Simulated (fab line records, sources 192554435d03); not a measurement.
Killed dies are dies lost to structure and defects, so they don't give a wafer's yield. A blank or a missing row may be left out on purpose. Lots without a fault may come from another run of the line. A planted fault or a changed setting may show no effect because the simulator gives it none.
Which tool did it? | flow n5_finfet | 12 lots, 36 wafers sampled, at 1 step of a route of 1938

WHAT THE GAUGES READ, wafer by wafer
N5_BEOL_M8_OCD_MEAS_38.
lot  | measured     | on     | trench_depth_nm (nm)
L076 | day 9 15:17  | ocd-01 | 92.5 92.0 91.3
L077 | day 10 05:53 | ocd-01 | 93.7 95.0 93.9
L078 | day 10 14:22 | ocd-02 | 92.2 94.1 93.7
L081 | day 11 10:04 | ocd-01 | 92.6 95.7 95.4
L083 | day 12 08:50 | ocd-01 | 94.3 94.9 94.2
L085 | day 13 11:28 | ocd-02 | 94.1 95.4 94.6
L086 | day 13 11:55 | ocd-01 | 93.2 94.5 93.9
L090 | day 13 20:26 | ocd-01 | 92.5 93.6 92.6
L091 | day 14 05:37 | ocd-01 | 94.5 92.9 93.4
L093 | day 14 13:53 | ocd-02 | 93.7 94.0 93.5
L095 | day 15 00:08 | ocd-02 | 92.8 94.1 93.2
L097 | day 16 03:10 | ocd-01 | 93.4 93.0 93.8

WHICH TOOL RAN EACH LOT (tool, then ch and the chambers of the sampled wafers, then the start)
The record holds no process step before these readings.

THE ANSWER, worked out from the rows above alone
Rule: what is usual is taken from the lots themselves. Put in order of their means at a reading, lots are off if they are a third of the lots or fewer, leave a main group of 4 or more, and stand apart from it by a gap of 3 or more times the standard deviation of the main group's means; of several such gaps the widest counts. A main group whose means are all the same, to the digits that the tables above print for the reading, isn't used. A lot without any number at a reading at which 4 lots or more have one is off too. The other lots that the step has rows for count as sound.
No lot is off at any reading shown: from this, nothing can be told.

WHAT THE SIMULATOR HAD PUT IN
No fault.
